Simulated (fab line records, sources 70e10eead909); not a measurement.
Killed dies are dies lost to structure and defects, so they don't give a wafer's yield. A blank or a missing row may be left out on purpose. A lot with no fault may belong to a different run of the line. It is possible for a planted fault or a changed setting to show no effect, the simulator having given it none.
Chamber matching    flow nandHarc    NHARC_THIN_TSV_ETCH_44 on rieDiel-04: 3 sister chambers
The step etches the open film in CF4/O2, target depth 1594.2 nm, time 797.1 s. 3 wafers are shown with their chamber, then 4 later ones without.

== EACH WAFER AND ITS CHAMBER ==
wafer   chamber  showerheadPlenumPTorr (Torr)
L959.5  2        1.73
L960.1  1        1.70
L960.3  0        1.71

== WAFERS MISSING THEIR CHAMBER ==
wafer   showerheadPlenumPTorr (Torr)
L974.3  1.70
L974.6  1.72
L973.4  1.70
L973.5  1.72

== EACH ONE'S CHAMBER ==
wafer   from the rows above           in truth
L974.3  can't be placed: 1 or 0       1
L974.6  can't be placed: 0 or 2 or 1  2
L973.4  can't be placed: 1 or 0       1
L973.5  can't be placed: 0 or 2 or 1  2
Correct placement for 0 of the 4. Unplaceable from these rows: 4, with the true chamber sitting among the candidates in 4. Number placed wrongly: 0.
How it was worked out, from the rows above alone: a wafer's distance from a chamber is the root of the sum, over the readings, of the square of ((its reading less the chamber's mean) divided by the reading's scatter). The wafer belongs to the nearest chamber; if the next one is less than 2 further off, it can't be placed. A chamber's mean is the mean of its shown wafers. The scatter (one wafer shown for each chamber): square how far every hidden wafer sits from the nearest shown wafer, average those squares and take the square root.
